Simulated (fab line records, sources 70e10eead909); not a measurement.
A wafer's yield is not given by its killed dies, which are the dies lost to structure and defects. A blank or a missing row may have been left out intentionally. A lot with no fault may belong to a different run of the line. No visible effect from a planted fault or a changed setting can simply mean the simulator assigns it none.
What tool caused it?    flow nandHarc    24 lots with 72 wafers sampled at 6 steps, on a route of 1302 steps

## WHAT EACH GAUGE READ, for each wafer
No reading from a measuring or inspecting step in the record can be judged against a usual standard deviation.

## WHAT TOOL EACH LOT RAN ON (gives the tool, then ch and the chambers of the sampled wafers, and finally the start)
lot   NHARC_A_STAIRCASE_ETCH_190                    NHARC_A_STAIRCASE_ETCH_223                    NHARC_A_STAIRCASE_ETCH_230                    NHARC_A_STAIRCASE_TRIM_231                    NHARC_A_STAIRCASE_ETCH_232                    NHARC_A_STAIRCASE_DEP_259
L074  rieDiel-01 ch 1,2,3, day 15 19:40 or earlier  rieDiel-01 ch 0,1,3, day 15 19:40 or earlier  rieDiel-01 ch 0,2,3, day 15 19:40 or earlier  rieDiel-01 ch 0,2,3, day 15 19:40 or earlier  rieDiel-01 ch 0,1,2, day 15 19:40 or earlier  pecvd-03 ch 0,1, day 15 19:40
L075  rieDiel-12 ch 2,3, day 16 14:53 or earlier    rieDiel-12 ch 0,2,3, day 16 14:53 or earlier  rieDiel-01 ch 0,1,3, day 16 14:53 or earlier  rieDiel-01 ch 0,3, day 16 14:53 or earlier    rieDiel-01 ch 0,3, day 16 14:53 or earlier    pecvd-04 ch 0,2, day 16 14:53
L076  rieDiel-06 ch 0,2,3, day 17 05:25 or earlier  rieDiel-06 ch 0,1, day 17 05:25 or earlier    rieDiel-06 ch 0,2,3, day 17 05:25 or earlier  rieDiel-06 ch 1,2,3, day 17 05:25 or earlier  rieDiel-06 ch 0,2, day 17 05:25 or earlier    pecvd-02 ch 1,2, day 17 05:25
L077  rieDiel-12 ch 0,2, day 17 09:26 or earlier    rieDiel-12 ch 0,3, day 17 09:26 or earlier    rieDiel-12 ch 1,3, day 17 09:26 or earlier    rieDiel-12 ch 0,3, day 17 09:26 or earlier    rieDiel-12 ch 0,1,2, day 17 09:26 or earlier  pecvd-02 ch 1,2, day 17 09:26
L078  rieDiel-06 ch 0,1,3, day 18 00:03 or earlier  rieDiel-01 ch 1,2,3, day 18 00:03 or earlier  rieDiel-12 ch 0,1, day 18 00:03 or earlier    rieDiel-12 ch 0,1, day 18 00:03 or earlier    rieDiel-12 ch 2,3, day 18 00:03 or earlier    pecvd-03 ch 0,2, day 18 00:03
L079  rieDiel-12 ch 0,1,3, day 18 08:28 or earlier  rieDiel-12 ch 0,1,3, day 18 08:28 or earlier  rieDiel-12 ch 2,3, day 18 08:28 or earlier    rieDiel-12 ch 2,3, day 18 08:28 or earlier    rieDiel-12 ch 1,2,3, day 18 08:28 or earlier  pecvd-03 ch 0,1, day 18 08:28
L080  rieDiel-01 ch 1,3, day 19 09:13 or earlier    rieDiel-06 ch 0,2,3, day 19 09:13 or earlier  rieDiel-12 ch 0,2,3, day 19 09:13 or earlier  rieDiel-12 ch 0,2,3, day 19 09:13 or earlier  rieDiel-12 ch 0,1, day 19 09:13 or earlier    pecvd-02 ch 1,2, day 19 09:13
L081  rieDiel-01 ch 1,2,3, day 19 12:50 or earlier  rieDiel-01 ch 0,1,3, day 19 12:50 or earlier  rieDiel-01 ch 0,1,3, day 19 12:50 or earlier  rieDiel-01 ch 0,1,2, day 19 12:50 or earlier  rieDiel-01 ch 1,2,3, day 19 12:50 or earlier  pecvd-03 ch 1,2, day 19 12:50
L082  rieDiel-01 ch 1,2, day 19 12:47 or earlier    rieDiel-12 ch 1,2,3, day 19 12:47 or earlier  rieDiel-12 ch 1,2,3, day 19 12:47 or earlier  rieDiel-12 ch 0,1,2, day 19 12:47 or earlier  rieDiel-12 ch 1,3, day 19 12:47 or earlier    pecvd-02 ch 0,1, day 19 12:47
L083  rieDiel-01 ch 0,2,3, day 20 12:02 or earlier  rieDiel-12 ch 0,1,2, day 20 12:02 or earlier  rieDiel-12 ch 0,2,3, day 20 12:02 or earlier  rieDiel-12 ch 1,2, day 20 12:02 or earlier    rieDiel-12 ch 1,3, day 20 12:02 or earlier    pecvd-03 ch 0,2, day 20 12:02
L085  rieDiel-01 ch 0,1,3, day 20 14:22 or earlier  rieDiel-06 ch 1,2,3, day 20 14:22 or earlier  rieDiel-06 ch 0,1,2, day 20 14:22 or earlier  rieDiel-06 ch 0,2,3, day 20 14:22 or earlier  rieDiel-06 ch 0,2,3, day 20 14:22 or earlier  pecvd-03 ch 0,1,2, day 20 14:22
L084  rieDiel-06 ch 1,3, day 20 17:17 or earlier    rieDiel-12 ch 1,2,3, day 20 17:17 or earlier  rieDiel-06 ch 0,1, day 20 17:17 or earlier    rieDiel-06 ch 0,1,2, day 20 17:17 or earlier  rieDiel-06 ch 0,1,2, day 20 17:17 or earlier  pecvd-03 ch 0,2, day 20 17:17
L086  rieDiel-12 ch 0,2,3, day 21 07:13 or earlier  rieDiel-01 ch 2,3, day 21 07:13 or earlier    rieDiel-06 ch 1,2,3, day 21 07:13 or earlier  rieDiel-06 ch 1,2, day 21 07:13 or earlier    rieDiel-06 ch 1,2, day 21 07:13 or earlier    pecvd-02 ch 0,2, day 21 07:13
L087  rieDiel-12 ch 1,3, day 22 15:02 or earlier    rieDiel-12 ch 0,3, day 22 15:02 or earlier    rieDiel-06 ch 0,1,3, day 22 15:02 or earlier  rieDiel-06 ch 0,3, day 22 15:02 or earlier    rieDiel-06 ch 1,2, day 22 15:02 or earlier    pecvd-02 ch 0,2, day 22 15:02
L088  rieDiel-06 ch 0,1,2, day 22 17:19 or earlier  rieDiel-12 ch 0,1,3, day 22 17:19 or earlier  rieDiel-12 ch 2,3, day 22 17:19 or earlier    rieDiel-12 ch 0,3, day 22 17:19 or earlier    rieDiel-12 ch 0,2,3, day 22 17:19 or earlier  pecvd-04 ch 0,1,2, day 22 17:19
L090  rieDiel-06 ch 0,1, day 22 20:34 or earlier    rieDiel-12 ch 1,3, day 22 20:34 or earlier    rieDiel-01 ch 1,3, day 22 20:34 or earlier    rieDiel-01 ch 1,2, day 22 20:34 or earlier    rieDiel-01 ch 1,3, day 22 20:34 or earlier    pecvd-04 ch 0,2, day 22 20:34
L089  rieDiel-01 ch 2,3, day 22 21:31 or earlier    rieDiel-01 ch 2,3, day 22 21:31 or earlier    rieDiel-12 ch 1,2,3, day 22 21:31 or earlier  rieDiel-12 ch 1,3, day 22 21:31 or earlier    rieDiel-12 ch 0,1, day 22 21:31 or earlier    pecvd-03 ch 0,1, day 22 21:31
L091  rieDiel-06 ch 0,3, day 23 14:09 or earlier    rieDiel-12 ch 0,1,2, day 23 14:09 or earlier  rieDiel-06 ch 1,2, day 23 14:09 or earlier    rieDiel-06 ch 0,2, day 23 14:09 or earlier    rieDiel-06 ch 0,2,3, day 23 14:09 or earlier  pecvd-04 ch 0,1,2, day 23 14:09
L093  rieDiel-12 ch 0,1,2, day 23 19:11 or earlier  rieDiel-01 ch 0,2,3, day 23 19:11 or earlier  rieDiel-12 ch 1,2,3, day 23 19:11 or earlier  rieDiel-12 ch 0,1,2, day 23 19:11 or earlier  rieDiel-12 ch 0,2,3, day 23 19:11 or earlier  pecvd-04 ch 0,1,2, day 23 19:11
L092  rieDiel-01 ch 0,1,2, day 24 01:39 or earlier  rieDiel-06 ch 1,2,3, day 24 01:39 or earlier  rieDiel-06 ch 0,1,2, day 24 01:39 or earlier  rieDiel-06 ch 0,2,3, day 24 01:39 or earlier  rieDiel-06 ch 0,1,2, day 24 01:39 or earlier  pecvd-04 ch 0,1,2, day 24 01:39
L094  rieDiel-01 ch 0,2,3, day 24 14:13 or earlier  rieDiel-01 ch 0,2,3, day 24 14:13 or earlier  rieDiel-12 ch 0,1,2, day 24 14:13 or earlier  rieDiel-12 ch 1,2,3, day 24 14:13 or earlier  rieDiel-12 ch 0,1,3, day 24 14:13 or earlier  pecvd-02 ch 0,1, day 24 14:13
L095  rieDiel-12 ch 0,1,2, day 24 17:52 or earlier  rieDiel-12 ch 1,3, day 24 17:52 or earlier    rieDiel-12 ch 0,1,3, day 24 17:52 or earlier  rieDiel-12 ch 0,1, day 24 17:52 or earlier    rieDiel-12 ch 0,1,2, day 24 17:52 or earlier  pecvd-04 ch 0,1, day 24 17:52
L097  rieDiel-06 ch 0,2,3, day 25 14:23 or earlier  rieDiel-01 ch 1,2,3, day 25 14:23 or earlier  rieDiel-01 ch 1,2, day 25 14:23 or earlier    rieDiel-01 ch 0,2,3, day 25 14:23 or earlier  rieDiel-01 ch 0,3, day 25 14:23 or earlier    pecvd-03 ch 0,1,2, day 25 14:23
L096  rieDiel-12 ch 0,2, day 25 17:52 or earlier    rieDiel-06 ch 1,3, day 25 17:52 or earlier    rieDiel-01 ch 1,3, day 25 17:52 or earlier    rieDiel-01 ch 1,3, day 25 17:52 or earlier    rieDiel-01 ch 0,1, day 25 17:52 or earlier    pecvd-03 ch 0,2, day 25 17:52
- NHARC_A_STAIRCASE_ETCH_190: etches the open film in C4F8/O2, target depth 100 nm, time 40.5 s.
- NHARC_A_STAIRCASE_ETCH_223: etches the open film in C4F8/O2, target depth 100 nm, time 40.5 s.
- NHARC_A_STAIRCASE_ETCH_230: etches the open film in C4F8/O2, target depth 100 nm, time 40.5 s.
- NHARC_A_STAIRCASE_TRIM_231: chemistry O2, time 211.2 s.
- NHARC_A_STAIRCASE_ETCH_232: etches the open film in C4F8/O2, target depth 100 nm, time 40.5 s.
- NHARC_A_STAIRCASE_DEP_259: deposits SiON, target thk 30 nm.

## AS READ BY THE TOOLS THEMSELVES (means over the sampled wafers that have a number; for cases with no such wafer, the mark the record gives instead)
NHARC_A_STAIRCASE_ETCH_190.
lot   tool        oesProductAu (a.u.)  rfVppV (V)
L074  rieDiel-01  0.942                894
L075  rieDiel-12  0.949                890
L076  rieDiel-06  0.952                895
L077  rieDiel-12  0.961                896
L078  rieDiel-06  0.953                892
L079  rieDiel-12  0.933                896
L080  rieDiel-01  0.957                899
L081  rieDiel-01  0.957                893
L082  rieDiel-01  0.937                886
L083  rieDiel-01  0.948                895
L085  rieDiel-01  0.949                895
L084  rieDiel-06  0.947                894
L086  rieDiel-12  0.962                900
L087  rieDiel-12  0.956                904
L088  rieDiel-06  0.946                897
L090  rieDiel-06  0.939                892
L089  rieDiel-01  0.945                892
L091  rieDiel-06  0.950                891
L093  rieDiel-12  0.943                898
L092  rieDiel-01  0.941                890
L094  rieDiel-01  0.956                896
L095  rieDiel-12  0.946                897
L097  rieDiel-06  0.950                895
L096  rieDiel-12  0.934                895

NHARC_A_STAIRCASE_ETCH_223.
lot   tool        oesProductAu (a.u.)  rfVppV (V)
L074  rieDiel-01  0.947                897
L075  rieDiel-12  0.940                894
L076  rieDiel-06  0.959                894
L077  rieDiel-12  0.959                893
L078  rieDiel-01  0.969                893
L079  rieDiel-12  0.944                897
L080  rieDiel-06  0.953                895
L081  rieDiel-01  0.946                898
L082  rieDiel-12  0.958                892
L083  rieDiel-12  0.943                898
L085  rieDiel-06  0.934                897
L084  rieDiel-12  0.949                898
L086  rieDiel-01  0.954                899
L087  rieDiel-12  0.963                905
L088  rieDiel-12  0.939                903
L090  rieDiel-12  0.958                903
L089  rieDiel-01  0.944                892
L091  rieDiel-12  0.926                897
L093  rieDiel-01  0.949                895
L092  rieDiel-06  0.947                897
L094  rieDiel-01  0.953                896
L095  rieDiel-12  0.941                901
L097  rieDiel-01  0.956                899
L096  rieDiel-06  0.941                891

NHARC_A_STAIRCASE_ETCH_230.
lot   tool        oesProductAu (a.u.)  rfVppV (V)
L074  rieDiel-01  0.940                896
L075  rieDiel-01  0.957                898
L076  rieDiel-06  0.944                896
L077  rieDiel-12  0.932                895
L078  rieDiel-12  0.951                903
L079  rieDiel-12  0.946                890
L080  rieDiel-12  0.974                894
L081  rieDiel-01  0.941                897
L082  rieDiel-12  0.948                892
L083  rieDiel-12  0.952                900
L085  rieDiel-06  0.950                896
L084  rieDiel-06  0.972                892
L086  rieDiel-06  0.967                897
L087  rieDiel-06  0.947                893
L088  rieDiel-12  0.962                900
L090  rieDiel-01  0.951                894
L089  rieDiel-12  0.966                898
L091  rieDiel-06  0.975                901
L093  rieDiel-12  0.980                899
L092  rieDiel-06  0.952                897
L094  rieDiel-12  0.927                898
L095  rieDiel-12  0.930                903
L097  rieDiel-01  0.948                900
L096  rieDiel-01  0.962                898

NHARC_A_STAIRCASE_TRIM_231.
lot   tool        drypumpMotorCurrentA (A)  o2FlowSccm (sccm)  oesProductAu (a.u.)  rfVppV (V)  showerheadPlenumPTorr (Torr)  throttleValvePct (%)
L074  rieDiel-01  5.6                       501.6              1.001                57.5        3.55                          17.043
L075  rieDiel-01  5.7                       498.9              0.999                58.5        3.71                          17.034
L076  rieDiel-06  5.5                       499.2              1.006                57.8        3.57                          17.035
L077  rieDiel-12  5.8                       499.4              0.998                57.9        3.45                          17.038
L078  rieDiel-12  5.9                       500.5              0.985                58.1        3.74                          17.032
L079  rieDiel-12  6.1                       500.3              0.999                57.8        3.35                          17.039
L080  rieDiel-12  6.0                       499.9              1.000                58.3        3.48                          17.036
L081  rieDiel-01  5.8                       500.7              1.004                57.4        3.39                          17.036
L082  rieDiel-12  6.0                       499.7              0.991                57.6        3.60                          17.038
L083  rieDiel-12  6.1                       499.3              0.993                57.4        3.47                          17.044
L085  rieDiel-06  5.5                       499.4              1.005                57.5        3.51                          17.028
L084  rieDiel-06  5.5                       499.6              1.019                58.5        3.55                          17.035
L086  rieDiel-06  5.2                       498.8              1.004                58.3        3.66                          17.038
L087  rieDiel-06  5.7                       499.5              1.013                57.3        3.39                          17.032
L088  rieDiel-12  5.9                       499.5              1.007                57.5        3.77                          17.035
L090  rieDiel-01  6.2                       500.2              1.009                56.9        3.30                          17.039
L089  rieDiel-12  5.8                       500.4              1.001                58.1        3.69                          17.039
L091  rieDiel-06  5.4                       500.1              1.014                57.1        3.50                          17.033
L093  rieDiel-12  6.0                       501.2              0.997                58.1        3.58                          17.043
L092  rieDiel-06  5.5                       499.9              0.997                58.1        3.50                          17.026
L094  rieDiel-12  5.9                       499.4              1.004                57.9        3.59                          17.029
L095  rieDiel-12  5.8                       498.8              0.979                58.2        3.66                          17.043
L097  rieDiel-01  5.6                       499.3              1.002                58.9        3.69                          17.034
L096  rieDiel-01  6.0                       496.7              1.004                57.1        3.60                          17.042

NHARC_A_STAIRCASE_ETCH_232.
lot   tool        oesProductAu (a.u.)  rfVppV (V)
L074  rieDiel-01  0.947                891
L075  rieDiel-01  0.939                903
L076  rieDiel-06  0.946                896
L077  rieDiel-12  0.948                898
L078  rieDiel-12  0.962                889
L079  rieDiel-12  0.950                893
L080  rieDiel-12  0.959                902
L081  rieDiel-01  0.954                893
L082  rieDiel-12  0.940                895
L083  rieDiel-12  0.934                904
L085  rieDiel-06  0.957                895
L084  rieDiel-06  0.968                897
L086  rieDiel-06  0.942                899
L087  rieDiel-06  0.935                897
L088  rieDiel-12  0.955                901
L090  rieDiel-01  0.952                893
L089  rieDiel-12  0.927                900
L091  rieDiel-06  0.957                895
L093  rieDiel-12  0.965                900
L092  rieDiel-06  0.933                897
L094  rieDiel-12  0.943                903
L095  rieDiel-12  0.946                898
L097  rieDiel-01  0.933                899
L096  rieDiel-01  0.948                893

NHARC_A_STAIRCASE_DEP_259.
lot   tool      heaterPowerW (W)
L074  pecvd-03  774
L075  pecvd-04  753
L076  pecvd-02  885
L077  pecvd-02  765
L078  pecvd-03  757
L079  pecvd-03  747
L080  pecvd-02  675
L081  pecvd-03  829
L082  pecvd-02  745
L083  pecvd-03  793
L085  pecvd-03  800
L084  pecvd-03  763
L086  pecvd-02  664
L087  pecvd-02  607
L088  pecvd-04  699
L090  pecvd-04  686
L089  pecvd-03  763
L091  pecvd-04  720
L093  pecvd-04  754
L092  pecvd-04  731
L094  pecvd-02  779
L095  pecvd-04  749
L097  pecvd-03  808
L096  pecvd-03  832

## THE ANSWER, worked out from the rows above alone
Rule: what is usual is taken from the lots themselves. The widest of any qualifying gaps counts: lots, ordered by their means at a reading, are off when they make up no more than a third of the lots, leave a main group of 4 or more, and stand apart from it by 3 or more times the standard deviation of that group's means. Not used: any main group whose means are identical at the precision the tables above print for the reading. Also off: a lot with no number at a reading for which 4 or more lots have one. All remaining lots with rows at the step are treated as sound. The gauges are gone through in route order, then the tools' own readings, and for those a lot's mean is taken as printed above. The first step at which some lot is off is used, and at that step the reading that is off furthest; a lot without a number counts as furthest.
Nothing can be told from this: no lot is off at any reading shown.

## WHAT THE SIMULATOR HAD INSERTED
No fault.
